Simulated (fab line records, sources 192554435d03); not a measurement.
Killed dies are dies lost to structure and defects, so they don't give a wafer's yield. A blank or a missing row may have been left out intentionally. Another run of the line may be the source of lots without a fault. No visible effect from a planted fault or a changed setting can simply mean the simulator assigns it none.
Split-lot trial || flow n5 finfet || 7 lots, 39 wafers read, on a route of 1938 steps

== THE SPLIT ==
At N5_BEOL_M14_SPUTTER_44 (material Ta, target thk 15 nm, time 24.19 s), the setting time s was moved away from the recipe's 24.19 s on 15 of the 39 wafers read, by -50.0% to +51.2%. For the rest of the wafers, this setting stayed at what the recipe calls for.

== FROM THE SPLIT TO THE READING: what the file shows between them, 3 steps ==
- N5_BEOL_M14_SPUTTER_45: material Cu, target thk 100 nm, time 16.67 s
- N5_BEOL_M14_ECD_47: material Cu, target thk 1248 nm
- N5_BEOL_M14_ANNEAL_48: time 90 s

== THE READING ==
barrier field endpoint s, in s, at N5_BEOL_M14_CMP_49 (polishes, stops on SiO2, t overpolish 5.2 s, target thk 560 nm). A value of 11.4 s with a standard deviation of 0.3 s is what fault-free wafers of this fab line usually give.

{"wafer": "L078.2", "tool, chamber at the split": "pvd sputter-02, -", "time s as run, s": 24.19, "against the recipe": "recipe", "barrier field endpoint s, s": 11.8, "against lot-mates on the recipe": "-"}
{"wafer": "L078.4", "tool, chamber at the split": "pvd sputter-02, -", "time s as run, s": 13.02, "against the recipe": "-46.2%", "barrier field endpoint s, s": 9.2, "against lot-mates on the recipe": -2.5}
{"wafer": "L078.3", "tool, chamber at the split": "pvd sputter-02, -", "time s as run, s": 13.02, "against the recipe": "-46.2%", "barrier field endpoint s, s": 9.2, "against lot-mates on the recipe": -2.5}
{"wafer": "L078.1", "tool, chamber at the split": "pvd sputter-02, -", "time s as run, s": 13.02, "against the recipe": "-46.2%", "barrier field endpoint s, s": 9.1, "against lot-mates on the recipe": -2.6}
{"wafer": "L078.6", "tool, chamber at the split": "pvd sputter-02, -", "time s as run, s": 24.19, "against the recipe": "recipe", "barrier field endpoint s, s": 11.3, "against lot-mates on the recipe": "-"}
{"wafer": "L078.5", "tool, chamber at the split": "pvd sputter-02, -", "time s as run, s": 24.19, "against the recipe": "recipe", "barrier field endpoint s, s": 12.1, "against lot-mates on the recipe": "-"}
{"wafer": "L083.2", "tool, chamber at the split": "pvd sputter-03, -", "time s as run, s": 24.19, "against the recipe": "recipe", "barrier field endpoint s, s": 11.4, "against lot-mates on the recipe": "-"}
{"wafer": "L083.3", "tool, chamber at the split": "pvd sputter-03, -", "time s as run, s": 18.63, "against the recipe": "-23.0%", "barrier field endpoint s, s": 10.3, "against lot-mates on the recipe": -1.3}
{"wafer": "L083.4", "tool, chamber at the split": "pvd sputter-03, -", "time s as run, s": 18.63, "against the recipe": "-23.0%", "barrier field endpoint s, s": 10.4, "against lot-mates on the recipe": -1.2}
{"wafer": "L083.1", "tool, chamber at the split": "pvd sputter-03, -", "time s as run, s": 24.19, "against the recipe": "recipe", "barrier field endpoint s, s": 11.8, "against lot-mates on the recipe": "-"}
{"wafer": "L083.6", "tool, chamber at the split": "pvd sputter-03, -", "time s as run, s": 18.63, "against the recipe": "-23.0%", "barrier field endpoint s, s": 10.3, "against lot-mates on the recipe": -1.3}
{"wafer": "L083.5", "tool, chamber at the split": "pvd sputter-03, -", "time s as run, s": 24.19, "against the recipe": "recipe", "barrier field endpoint s, s": 11.7, "against lot-mates on the recipe": "-"}
{"wafer": "L086.1", "tool, chamber at the split": "pvd sputter-02, -", "time s as run, s": 24.19, "against the recipe": "recipe", "barrier field endpoint s, s": 11.5, "against lot-mates on the recipe": "-"}
{"wafer": "L086.3", "tool, chamber at the split": "pvd sputter-02, -", "time s as run, s": 17.26, "against the recipe": "-28.6%", "barrier field endpoint s, s": 10.2, "against lot-mates on the recipe": -1.4}
{"wafer": "L086.4", "tool, chamber at the split": "pvd sputter-02, -", "time s as run, s": 17.26, "against the recipe": "-28.6%", "barrier field endpoint s, s": 10.3, "against lot-mates on the recipe": -1.3}
{"wafer": "L086.2", "tool, chamber at the split": "pvd sputter-02, -", "time s as run, s": 24.19, "against the recipe": "recipe", "barrier field endpoint s, s": 11.7, "against lot-mates on the recipe": "-"}
{"wafer": "L086.5", "tool, chamber at the split": "pvd sputter-02, -", "time s as run, s": 17.26, "against the recipe": "-28.6%", "barrier field endpoint s, s": 10.0, "against lot-mates on the recipe": -1.6}
{"wafer": "L086.6", "tool, chamber at the split": "pvd sputter-02, -", "time s as run, s": 24.19, "against the recipe": "recipe", "barrier field endpoint s, s": 11.7, "against lot-mates on the recipe": "-"}
{"wafer": "L088.4", "tool, chamber at the split": "pvd sputter-03, -", "time s as run, s": 12.1, "against the recipe": "-50.0%", "barrier field endpoint s, s": 8.4, "against lot-mates on the recipe": -2.7}
{"wafer": "L088.2", "tool, chamber at the split": "pvd sputter-03, -", "time s as run, s": 12.1, "against the recipe": "-50.0%", "barrier field endpoint s, s": 8.0, "against lot-mates on the recipe": -3.1}
{"wafer": "L088.3", "tool, chamber at the split": "pvd sputter-03, -", "time s as run, s": 24.19, "against the recipe": "recipe", "barrier field endpoint s, s": 11.0, "against lot-mates on the recipe": "-"}
{"wafer": "L088.1", "tool, chamber at the split": "pvd sputter-03, -", "time s as run, s": 12.1, "against the recipe": "-50.0%", "barrier field endpoint s, s": 8.5, "against lot-mates on the recipe": -2.6}
{"wafer": "L088.6", "tool, chamber at the split": "pvd sputter-03, -", "time s as run, s": 24.19, "against the recipe": "recipe", "barrier field endpoint s, s": 11.2, "against lot-mates on the recipe": "-"}
{"wafer": "L088.5", "tool, chamber at the split": "pvd sputter-03, -", "time s as run, s": 24.19, "against the recipe": "recipe", "barrier field endpoint s, s": 11.1, "against lot-mates on the recipe": "-"}
{"wafer": "L092.3", "tool, chamber at the split": "pvd sputter-01, -", "time s as run, s": 24.19, "against the recipe": "recipe", "barrier field endpoint s, s": 12.0, "against lot-mates on the recipe": "-"}
{"wafer": "L092.2", "tool, chamber at the split": "pvd sputter-01, -", "time s as run, s": 24.19, "against the recipe": "recipe", "barrier field endpoint s, s": 11.8, "against lot-mates on the recipe": "-"}
{"wafer": "L092.4", "tool, chamber at the split": "pvd sputter-01, -", "time s as run, s": 24.19, "against the recipe": "recipe", "barrier field endpoint s, s": 11.0, "against lot-mates on the recipe": "-"}
{"wafer": "L092.1", "tool, chamber at the split": "pvd sputter-01, -", "time s as run, s": 24.19, "against the recipe": "recipe", "barrier field endpoint s, s": 11.4, "against lot-mates on the recipe": "-"}
{"wafer": "L092.6", "tool, chamber at the split": "pvd sputter-01, -", "time s as run, s": 24.19, "against the recipe": "recipe", "barrier field endpoint s, s": 11.9, "against lot-mates on the recipe": "-"}
{"wafer": "L092.5", "tool, chamber at the split": "pvd sputter-01, -", "time s as run, s": 24.19, "against the recipe": "recipe", "barrier field endpoint s, s": 11.5, "against lot-mates on the recipe": "-"}
{"wafer": "L094.2", "tool, chamber at the split": "pvd sputter-01, -", "time s as run, s": 24.19, "against the recipe": "recipe", "barrier field endpoint s, s": 11.6, "against lot-mates on the recipe": "-"}
{"wafer": "L094.3", "tool, chamber at the split": "pvd sputter-01, -", "time s as run, s": 24.19, "against the recipe": "recipe", "barrier field endpoint s, s": 11.6, "against lot-mates on the recipe": "-"}
{"wafer": "L094.6", "tool, chamber at the split": "pvd sputter-01, -", "time s as run, s": 24.19, "against the recipe": "recipe", "barrier field endpoint s, s": 11.0, "against lot-mates on the recipe": "-"}
{"wafer": "L096.2", "tool, chamber at the split": "pvd sputter-03, -", "time s as run, s": 24.19, "against the recipe": "recipe", "barrier field endpoint s, s": 11.6, "against lot-mates on the recipe": "-"}
{"wafer": "L096.1", "tool, chamber at the split": "pvd sputter-03, -", "time s as run, s": 36.58, "against the recipe": "+51.2%", "barrier field endpoint s, s": 14.4, "against lot-mates on the recipe": "+2.8"}
{"wafer": "L096.4", "tool, chamber at the split": "pvd sputter-03, -", "time s as run, s": 36.58, "against the recipe": "+51.2%", "barrier field endpoint s, s": 15.1, "against lot-mates on the recipe": "+3.5"}
{"wafer": "L096.3", "tool, chamber at the split": "pvd sputter-03, -", "time s as run, s": 24.19, "against the recipe": "recipe", "barrier field endpoint s, s": 11.7, "against lot-mates on the recipe": "-"}
{"wafer": "L096.5", "tool, chamber at the split": "pvd sputter-03, -", "time s as run, s": 24.19, "against the recipe": "recipe", "barrier field endpoint s, s": 11.4, "against lot-mates on the recipe": "-"}
{"wafer": "L096.6", "tool, chamber at the split": "pvd sputter-03, -", "time s as run, s": 36.58, "against the recipe": "+51.2%", "barrier field endpoint s, s": 14.8, "against lot-mates on the recipe": "+3.2"}

FIT RESULTS
A straight line over all 39 wafers: barrier field endpoint s changes by +0.0592 s for each +1% of time s; r = +0.98; the points scatter about the line by 0.32 s.
The same after taking each lot's own level away (the mean of its wafers on the recipe; 39 wafers): +0.058 s for each +1%; r = +0.99; scatter 0.24 s.
The reading moves by 3 s for the largest change in time s, on that fit.
Measured against the standard deviation above, the lots' own levels, which go from 11.10 to 11.73 s, span 2.1 times it.
Hence the lot-to-lot level has little effect on the slope; both slopes agree.
Check: for one of the wafers moved furthest among these (+51.2%), held out of the fit, the line's prediction against its lot-mates is +3.06 s. Against them it came out at +2.83 s.

== OTHER SPLITS ON THESE WAFERS ==
Before the reading, these wafers also passed through other splits. Each is held against what the fit with the lots' levels taken away leaves over:
{"other split on the same wafers": "N5_BEOL_M11_VIA_ETCH_34 target depth a", "wafers away from the commonest value": 12, "r with barrier field endpoint s (lot level and that fit taken away)": "+0.06"}

== THE WHOLE CHAIN: every reading that the file lists as answering this split, in the file's order ==
{"step": "N5_BEOL_M14_SPUTTER_44", "what it does": "material Ta, target thk 15 nm, time 24.19 s", "reading": "Ta_of_BEOL_M14_SPUTTER_44.thk nm (the simulator's own value, which no gauge read)", "change (the file's fit)": "+0.151 nm for each +1% of the setting", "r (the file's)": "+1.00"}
{"step": "N5_BEOL_M14_CMP_49", "what it does": "polishes, stops on SiO2, t overpolish 5.2 s, target thk 560 nm", "reading": "barrier field endpoint s", "change (the file's fit)": "+0.0573 s for each +1% of the setting", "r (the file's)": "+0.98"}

== THE FILE'S OWN FIT ==
barrier field endpoint s changes by +0.0573 s for each +1% of time s, r = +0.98.
